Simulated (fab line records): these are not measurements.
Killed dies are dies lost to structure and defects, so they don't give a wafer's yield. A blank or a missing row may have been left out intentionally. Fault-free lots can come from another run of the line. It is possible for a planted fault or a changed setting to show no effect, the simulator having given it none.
Chamber matching    flow nandHarc    rieDiel-08 running NHARC_A_CONTACT_DESCUM_13: 4 sister chambers
The step chemistry O2, time 3 s. 7 wafers are shown with their chamber, then 6 later ones without.

== EACH WAFER AND ITS CHAMBER ==
wafer   chamber  drypumpMotorCurrentA (A)  showerheadPlenumPTorr (Torr)
L808.5  3        5.3                       1.82
L818.2  2        5.4                       1.84
L820.4  2        5.4                       1.84
L820.6  1        5.8                       1.94
L825.1  1        5.7                       1.93
L825.4  0        6.8                       1.96
L825.5  0        6.8                       1.96

== WAFERS WITH NO CHAMBER GIVEN ==
wafer   drypumpMotorCurrentA (A)  showerheadPlenumPTorr (Torr)
L827.1  5.8                       1.93
L827.4  5.4                       1.81
L827.5  6.8                       1.96
L831.1  5.3                       1.81
L831.2  6.8                       1.96
L831.6  6.8                       1.96

== WHICH CHAMBER EACH WENT THROUGH ==
wafer   from the rows above  in truth
L827.1  1                    1
L827.4  3                    3
L827.5  0                    0
L831.1  3                    3
L831.2  0                    0
L831.6  0                    0
Correctly placed: 6 of 6. Not placeable from these rows: 0. Wrongly placed: 0.
How it was worked out, from the rows above alone: a wafer's distance from a chamber is the root of the sum, over the readings, of the square of ((its reading less the chamber's mean) divided by the reading's scatter). The wafer belongs to the nearest chamber; if the next one is less than 2 further off, it can't be placed. The mean given for a chamber averages the wafers shown for that chamber. The scatter: take each reading less its chamber's mean, square it, sum over the shown wafers, divide by the number of wafers less the number of chambers, and take the root.
